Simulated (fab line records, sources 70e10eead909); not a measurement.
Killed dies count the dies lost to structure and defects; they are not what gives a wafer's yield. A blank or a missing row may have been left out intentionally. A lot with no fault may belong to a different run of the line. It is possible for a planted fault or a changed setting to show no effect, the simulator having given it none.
fab line records -- flow nand_harc
record: lots: 6, wafers: 18, last_day: 34
route steps=1302 shown A_DECK1_JOINT@539 A_ONON_D2@545 END@1302
lots untouched by any fault: they come from a run of this same line in which no faults occurred
start_h: hours from the record's first day to the start of the lot's first wafer shown -- wait_h: time in hours since the lot's previous step -- " as in the row above -- L1.1+2: a row that stands for several wafers -- - no value present, or no start provided -- * or withheld: withheld -- < > ~ a bound
route shown NAME@n: a module of which the file shows steps, and the number in the route of the first -- usual: mean and standard deviation over wafers with no fault -- same: alike in all rows -- chamber/n: place in a boat -- sites: the reading at each site -- _std_site: standard deviation across them -- _edge_site: mean of outer sites minus mean of inner sites -- radius_mm: for every site, how far away it sits from the centre of the wafer -- mask NAME#n: copy n -- behind: the tool/chamber that last shaped the wafer -- hold: what put the lot on hold/how long, in hours/how the hold closed -- device: the n, p or np transistor that did not switch -- end of line: at the end of the route, the tests of the same wafers -- for a step that has no rows: nothing shown but its recipe -- killed: the dies lost at the first sort to structure and to defects; this is not the yield of the wafer -- map: dies across one wafer; x = killed, . = not, _ = none there
set.NAME: the setting as run; set.NAME@STEP: as run at that earlier step -- model.NAME: the simulator's own value behind a step, which no gauge read
a table for each step, a row for each wafer; lots at some steps of the route
services: when a tool's chamber went out of use (start_h, in hours from the record's first day, below 0 if earlier), for how many hours, and the reason
== steps ==
step: NHARC_A_DECK1_JOINT_CMP_02
recipe: material: SiOx
usual: motor_current_A: 11.7/1.2
lot.wafer,tool,chamber,start_h,wait_h,motor_current_A
L811.2,cmp-04,2,414.49,0.4,10.6
L811.4,cmp-04,3,414.49,0.4,11.9
L811.5,cmp-04,2,414.49,0.4,10.3
L814.4,cmp-04,2,442.59,0.4,10.5
L814.2,cmp-04,3,442.59,0.4,11.9
L814.5,cmp-04,2,442.59,0.4,10.8
L816.2,cmp-01,1,453.21,0.4,11.9
L816.3,cmp-01,0,453.21,0.4,9.5
L816.5,cmp-01,2,453.21,0.4,12.0
L817.2,cmp-04,0,487.43,0.4,13.0
L817.5,cmp-04,1,487.43,0.4,11.0
L817.6,cmp-04,2,487.43,0.4,11.2
L820.1,cmp-01,1,509.02,0.4,11.9
L820.3,cmp-01,3,509.02,0.4,10.9
L820.6,cmp-01,0,509.02,0.4,10.1
L819.4,cmp-01,3,510.67,0.4,10.8
L819.1,cmp-01,0,510.67,0.4,10.1
L819.6,cmp-01,2,510.67,0.4,11.7
step: NHARC_A_DECK1_JOINT_SRD_15
step: NHARC_A_DECK1_JOINT_DEP_16
recipe: target_thk_a: 450, temp_c: 400, pressure_torr: 6.5, rf_w: 900, teos_flow_sccm: 161.4, flow_sccm: 2650, target_thk_nm: 45, gas: O2, material: SiO2
usual: heater_power_w: 518/100, throttle_valve_pct: 15.8/0.56
lot.wafer,tool,chamber,start_h,wait_h,heater_power_w,throttle_valve_pct
L811.2,pecvd-01,0,414.88,0.1,488,16.2
L811.5,pecvd-01,2,414.88,0.1,629,16.5
L811.4,pecvd-01,0,414.88,0.1,491,16.3
L814.2,pecvd-01,1,442.96,0.1,430,16.3
L814.5,pecvd-01,1,442.96,0.1,440,16.3
L814.4,pecvd-01,0,442.96,0.1,557,16.2
L816.2,pecvd-03,1,453.63,0.1,564,16.1
L816.3,pecvd-03,2,453.63,0.1,648,14.8
L816.5,pecvd-03,0,453.63,0.1,402,15.2
L817.2,pecvd-03,2,487.80,0.1,758,14.6
L817.5,pecvd-03,1,487.80,0.1,537,16.0
L817.6,pecvd-03,2,487.80,0.1,758,15.1
L820.1,pecvd-03,0,509.39,0.1,376,15.5
L820.3,pecvd-03,2,509.39,0.1,681,14.8
L820.6,pecvd-03,2,509.39,0.1,673,14.9
L819.1,pecvd-01,0,511.07,0.1,560,15.8
L819.4,pecvd-01,2,511.07,0.1,478,16.5
L819.6,pecvd-01,0,511.07,0.1,538,15.6
step: NHARC_A_DECK1_JOINT_THK_MEAS_17
recipe: thk_meas_gauge: ellipsometry
usual: thk_nm: 44.9/1.2
lot.wafer,tool,chamber,start_h,wait_h,thk_nm
L811.2,film_metro-02,-,415.13,0.2,45.3
L811.4,film_metro-02,-,415.13,0.2,46.5
L811.5,film_metro-02,-,415.13,0.2,45.6
L814.2,film_metro-01,-,443.24,0.3,44.5
L814.4,film_metro-01,-,443.24,0.3,44.4
L814.5,film_metro-01,-,443.24,0.3,45.3
L816.2,film_metro-01,-,453.88,0.2,42.9
L816.3,film_metro-01,-,453.88,0.2,44.2
L816.5,film_metro-01,-,453.88,0.2,45.5
L817.2,film_metro-01,-,488.02,0.2,43.8
L817.5,film_metro-01,-,488.02,0.2,45.0
L817.6,film_metro-01,-,488.02,0.2,46.5
L820.1,film_metro-01,-,509.67,0.3,45.2
L820.3,film_metro-01,-,509.67,0.3,42.6
L820.6,film_metro-01,-,509.67,0.3,43.0
L819.1,film_metro-02,-,511.32,0.2,44.8
L819.4,film_metro-02,-,511.32,0.2,45.6
L819.6,film_metro-02,-,511.32,0.2,45.7
step: NHARC_A_DECK1_JOINT_INSPECT_05
usual: raw_defect_count: 319/120
lot.wafer,tool,chamber,start_h,wait_h,raw_defect_count
L811.2,defect_inspect-02,-,415.17,0.0,223
L811.4,defect_inspect-02,-,415.17,0.0,178
L811.5,defect_inspect-02,-,415.17,0.0,361
L814.2,defect_inspect-01,-,443.28,0.0,436
L814.4,defect_inspect-01,-,443.28,0.0,408
L814.5,defect_inspect-01,-,443.28,0.0,418
L816.2,defect_inspect-02,-,453.91,0.0,417
L816.3,defect_inspect-02,-,453.91,0.0,291
L816.5,defect_inspect-02,-,453.91,0.0,368
L817.2,defect_inspect-01,-,488.06,0.0,369
L817.5,defect_inspect-01,-,488.06,0.0,243
L817.6,defect_inspect-01,-,488.06,0.0,270
L820.1,defect_inspect-01,-,509.70,0.0,176
L820.3,defect_inspect-01,-,509.70,0.0,336
L820.6,defect_inspect-01,-,509.70,0.0,249
L819.1,defect_inspect-01,-,511.36,0.0,292
L819.4,defect_inspect-01,-,511.36,0.0,352
L819.6,defect_inspect-01,-,511.36,0.0,232
step: NHARC_A_ONON_D2_DEP_00
recipe: target_thk_a: 10000, n2_flow_sccm: 2750, n2o_flow_sccm: 2000, nh3_flow_sccm: 500, sih4_flow_sccm: 210, temp_c: 400
step: NHARC_A_ONON_D2_THK_MEAS_02
recipe: thk_meas_gauge: ellipsometry
usual: thk_nm: 1000/12
lot.wafer,tool,chamber,start_h,wait_h,thk_nm
L811.2,film_metro-02,-,415.75,-,995
L811.4,film_metro-02,-,415.75,-,997
L811.5,film_metro-02,-,415.75,-,995
L814.2,film_metro-02,-,443.85,-,1006
L814.4,film_metro-02,-,443.85,-,1005
L814.5,film_metro-02,-,443.85,-,1004
L816.2,film_metro-01,-,454.48,-,1000
L816.3,film_metro-01,-,454.48,-,1000
L816.5,film_metro-01,-,454.48,-,1000
L817.2,film_metro-01,-,488.64,-,996
L817.5,film_metro-01,-,488.64,-,996
L817.6,film_metro-01,-,488.64,-,996
L820.1,film_metro-01,-,510.29,-,991
L820.3,film_metro-01,-,510.29,-,991
L820.6,film_metro-01,-,510.29,-,991
L819.1,film_metro-01,-,511.94,-,1018
L819.4,film_metro-01,-,511.94,-,1018
L819.6,film_metro-01,-,511.94,-,1019
step: NHARC_A_ONON_D2_DEP_03
recipe: target_thk_a: 10000, n2_flow_sccm: 2750, n2o_flow_sccm: 2000, nh3_flow_sccm: 500, sih4_flow_sccm: 210, temp_c: 400
step: NHARC_A_ONON_D2_THK_MEAS_05
recipe: thk_meas_gauge: ellipsometry
usual: thk_nm: 1002/12
lot.wafer,tool,chamber,start_h,wait_h,thk_nm
L811.2,film_metro-01,-,416.44,-,996
L811.4,film_metro-01,-,416.44,-,997
L811.5,film_metro-01,-,416.44,-,998
L814.2,film_metro-02,-,444.44,-,1004
L814.4,film_metro-02,-,444.44,-,1002
L814.5,film_metro-02,-,444.44,-,1005
L816.2,film_metro-01,-,455.19,-,1003
L816.3,film_metro-01,-,455.19,-,1004
L816.5,film_metro-01,-,455.19,-,1002
L817.2,film_metro-01,-,489.20,-,997
L817.5,film_metro-01,-,489.20,-,997
L817.6,film_metro-01,-,489.20,-,998
L820.1,film_metro-01,-,510.86,-,994
L820.3,film_metro-01,-,510.86,-,994
L820.6,film_metro-01,-,510.86,-,993
L819.1,film_metro-02,-,512.51,-,1010
L819.4,film_metro-02,-,512.51,-,1008
L819.6,film_metro-02,-,512.51,-,1010
step: NHARC_A_ONON_D2_DEP_06
recipe: target_thk_a: 10000, n2_flow_sccm: 2750, n2o_flow_sccm: 2000, nh3_flow_sccm: 500, sih4_flow_sccm: 210, temp_c: 400
step: NHARC_A_ONON_D2_THK_MEAS_08
recipe: thk_meas_gauge: ellipsometry
usual: thk_nm: 998/9.6
lot.wafer,tool,chamber,start_h,wait_h,thk_nm
L811.2,film_metro-01,-,417.01,-,1013
L811.4,film_metro-01,-,417.01,-,1014
L811.5,film_metro-01,-,417.01,-,1015
L814.2,film_metro-02,-,445.01,-,994
L814.4,film_metro-02,-,445.01,-,994
L814.5,film_metro-02,-,445.01,-,995
L816.2,film_metro-01,-,455.88,-,996
L816.3,film_metro-01,-,455.88,-,996
L816.5,film_metro-01,-,455.88,-,998
L817.2,film_metro-01,-,489.77,-,983
L817.5,film_metro-01,-,489.77,-,981
L817.6,film_metro-01,-,489.77,-,982
L820.1,film_metro-02,-,511.42,-,997
L820.3,film_metro-02,-,511.42,-,997
L820.6,film_metro-02,-,511.42,-,996
L819.1,film_metro-02,-,513.07,-,996
L819.4,film_metro-02,-,513.07,-,998
L819.6,film_metro-02,-,513.07,-,997
step: NHARC_A_ONON_D2_DEP_09
recipe: target_thk_a: 10000, n2_flow_sccm: 2750, n2o_flow_sccm: 2000, nh3_flow_sccm: 500, sih4_flow_sccm: 210, temp_c: 400
lot.wafer,tool,chamber,start_h,wait_h
L811.2+4+5,pecvd_onon-01,0,417.13,0.1
L814.2+4+5,pecvd_onon-01,0,445.13,0.1
L816.2+3+5,pecvd_onon-03,0,456.13,0.2
L817.2+5+6,pecvd_onon-03,0,489.88,0.1
L820.1+3+6,pecvd_onon-01,0,511.48,0.1
L819.1+4+6,pecvd_onon-03,0,513.13,0.1
step: NHARC_A_ONON_D2_THK_MEAS_11
recipe: thk_meas_gauge: ellipsometry
usual: thk_nm: 1002/8.8
lot.wafer,tool,chamber,start_h,wait_h,thk_nm
L811.2,film_metro-02,-,417.58,-,993
L811.4,film_metro-02,-,417.58,-,992
L811.5,film_metro-02,-,417.58,-,1437
L814.2,film_metro-02,-,445.58,-,1006
L814.4,film_metro-02,-,445.58,-,1004
L814.5,film_metro-02,-,445.58,-,1448
L816.2,film_metro-01,-,456.59,-,1009
L816.3,film_metro-01,-,456.59,-,1009
L816.5,film_metro-01,-,456.59,-,1009
L817.2,film_metro-01,-,490.34,-,1002
L817.5,film_metro-01,-,490.34,-,1001
L817.6,film_metro-01,-,490.34,-,1002
L820.1,film_metro-01,-,511.99,-,1007
L820.3,film_metro-01,-,511.99,-,1007
L820.6,film_metro-01,-,511.99,-,1006
L819.1,film_metro-01,-,513.64,-,1004
L819.4,film_metro-01,-,513.64,-,1004
L819.6,film_metro-01,-,513.64,-,1003
step: NHARC_A_ONON_D2_DEP_12
recipe: target_thk_a: 10000, n2_flow_sccm: 2750, n2o_flow_sccm: 2000, nh3_flow_sccm: 500, sih4_flow_sccm: 210, temp_c: 400
step: NHARC_END_SORT_01
recipe: temp_c: 25
usual: killed_at_array: 53/18, killed_at_other: 0.8/1.1, killed_at_periphery: 4.1/2.7, killed_dies: 58/18, killed_open: 3.1/1.7, killed_short: 2.7/1.7
same: gross_dies: 677
lot.wafer,tool,chamber,start_h,wait_h,killed_at_array,killed_at_other,killed_at_periphery,killed_dies,killed_open,killed_short
L811.5,prober-02,0,701.59,4.0,676,0,1,677,3,4
L814.5,prober-02,0,736.55,3.6,674,2,1,677,5,6
killed by level:class
L811.5 A_ONON_D2:area_dep=633 A_CHANNEL_HOLE_D1:chamber_film_flake=14 A_CHANNEL_HOLE_D2:chamber_film_flake=13 A_WL_FILL:chamber_film_flake=4 A_SLIT:chamber_film_flake=2 P_GATE:geometric_particle:short=1 A_CHANNEL_FILL_D1:geometric_particle:open=1 A_DECK1_JOINT:geometric_particle:short=1
L814.5 A_ONON_D2:area_dep=644 A_CHANNEL_HOLE_D1:chamber_film_flake=7 A_SLIT:chamber_film_flake=7 A_CHANNEL_FILL_D2:geometric_particle:open=3 A_CONTACT:chamber_film_flake=2 THIN_TSV:chamber_film_flake=2 A_CHANNEL_FILL_D1:geometric_particle:short=1 A_ONON_D2:geometric_particle:short=1
map L811.5 (x killed, . not)
____________x____________
_________xxxxxxx_________
_______xxxxxxxxxxx_______
______xxxxxxxxxxxxx______
_____xxxxxxxxxxxxxxx_____
____xxxxxxxxxxxxxxxxx____
____xxxxxxxxxxxxxxxxx____
___xxxxxxxxxxxxxxxxxxx___
___xxxxxxxxxxxxxxxxxxx___
__xxxxxxxxxxxxxxxxxxxxx__
__xxxxxxxxxxxxxxxxxxxxx__
_xxxxxxxxxxxxxxxxxxxxxxx_
_xxxxxxxxxxxxxxxxxxxxxxx_
_xxxxxxxxxxxxxxxxxxxxxxx_
_xxxxxxxxxxxxxxxxxxxxxxx_
_xxxxxxxxxxxxxxxxxxxxxxx_
xxxxxxxxxxxxxxxxxxxxxxxxx
xxxxxxxxxxxxxxxxxxxxxxxxx
xxxxxxxxxxxxxxxxxxxxxxxxx
xxxxxxxxxxxxxxxxxxxxxxxxx
xxxxxxxxxxxxxxxxxxxxxxxxx
_xxxxxxxxxxxxxxxxxxxxxxx_
_xxxxxxxxxxxxxxxxxxxxxxx_
_xxxxxxxxxxxxxxxxxxxxxxx_
_xxxxxxxxxxxxxxxxxxxxxxx_
_xxxxxxxxxxxxxxxxxxxxxxx_
__xxxxxxxxxxxxxxxxxxxxx__
__xxxxxxxxxxxxxxxxxxxxx__
___xxxxxxxxxxxxxxxxxxx___
___xxxxxxxxxxxxxxxxxxx___
____xxxxxxxxxxxxxxxxx____
____xxxxxxxxxxxxxxxxx____
_____xxxxxxxxxxxxxxx_____
______xxxxxxxxxxxxx______
_______xxxxxxxxxxx_______
_________xxxxxxx_________
____________x____________
map L814.5 (x killed, . not)
____________x____________
_________xxxxxxx_________
_______xxxxxxxxxxx_______
______xxxxxxxxxxxxx______
_____xxxxxxxxxxxxxxx_____
____xxxxxxxxxxxxxxxxx____
____xxxxxxxxxxxxxxxxx____
___xxxxxxxxxxxxxxxxxxx___
___xxxxxxxxxxxxxxxxxxx___
__xxxxxxxxxxxxxxxxxxxxx__
__xxxxxxxxxxxxxxxxxxxxx__
_xxxxxxxxxxxxxxxxxxxxxxx_
_xxxxxxxxxxxxxxxxxxxxxxx_
_xxxxxxxxxxxxxxxxxxxxxxx_
_xxxxxxxxxxxxxxxxxxxxxxx_
_xxxxxxxxxxxxxxxxxxxxxxx_
xxxxxxxxxxxxxxxxxxxxxxxxx
xxxxxxxxxxxxxxxxxxxxxxxxx
xxxxxxxxxxxxxxxxxxxxxxxxx
xxxxxxxxxxxxxxxxxxxxxxxxx
xxxxxxxxxxxxxxxxxxxxxxxxx
_xxxxxxxxxxxxxxxxxxxxxxx_
_xxxxxxxxxxxxxxxxxxxxxxx_
_xxxxxxxxxxxxxxxxxxxxxxx_
_xxxxxxxxxxxxxxxxxxxxxxx_
_xxxxxxxxxxxxxxxxxxxxxxx_
__xxxxxxxxxxxxxxxxxxxxx__
__xxxxxxxxxxxxxxxxxxxxx__
___xxxxxxxxxxxxxxxxxxx___
___xxxxxxxxxxxxxxxxxxx___
____xxxxxxxxxxxxxxxxx____
____xxxxxxxxxxxxxxxxx____
_____xxxxxxxxxxxxxxx_____
______xxxxxxxxxxxxx______
_______xxxxxxxxxxx_______
_________xxxxxxx_________
____________x____________
== services ==
tool,chamber,start_h,hours,kind
cmp-04,-,405.02,4.0,pm
pecvd_onon-03,-,408.00,13.0,pm
cmp-04,-,409.02,-,consumable_replace:conditioner
cmp-04,-,409.02,-,consumable_replace:pad
pecvd_onon-01,-,450.00,13.0,pm
cmp-01,-,462.97,1.6,repair
pecvd-01,-,492.45,13.0,pm
pecvd-01,0,492.45,13.0,vent_cycle
pecvd-01,1,492.45,13.0,vent_cycle
pecvd-01,2,492.45,13.0,vent_cycle
pecvd-03,-,499.00,1.1,repair
cmp-01,-,501.87,4.0,pm
cmp-04,-,503.02,4.0,pm
pecvd-01,0,505.45,-,clean
pecvd-01,1,505.45,-,clean
pecvd-01,2,505.45,-,clean
cmp-01,-,505.87,-,consumable_replace:conditioner
cmp-01,-,505.87,-,consumable_replace:pad
cmp-04,-,507.02,-,consumable_replace:conditioner
cmp-04,-,507.02,-,consumable_replace:pad
cmp-04,-,508.70,3.0,repair
== key ==
first_sign: step: NHARC_A_ONON_D2_THK_MEAS_11, reading: thk_nm, direction: up, sigmas: 50, usual: 1002, struck: 1443
effect: step: NHARC_END_SORT_01, reading: killed_at_array, direction: up, sigmas: 34, usual: 53, struck: 675
more_kills_born_at: NHARC_A_ONON_D2_DEP_09@pecvd_onon-01: 1277
met_at NHARC_A_ONON_D2_DEP_09
struck_wafers L811.5,L814.5
later_rows_left_out L811.5,L814.5
tester_left_out L811,L814
fault: kind: process_parameter_drift, tool: pecvd_onon-01, chamber: -, onset_h: 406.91, steps: NHARC_A_ONON_D2_DEP_09, channel: target_thk_a, offset: *, shape: step, end_h: 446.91, scope: struck_wafers_only, acts_in: *, stated: *
tester_left_out: of these lots the tester's yield and bins aren't shown, on N5 and GAA mostly nor the transistor test; their killed dies are dies lost to structure and defects alone, not to doping, threshold or leakage, so they don't give the yield
later_rows_left_out: the simulator's readings of these wafers behind a module that went badly wrong aren't trusted and aren't shown, but for the sort
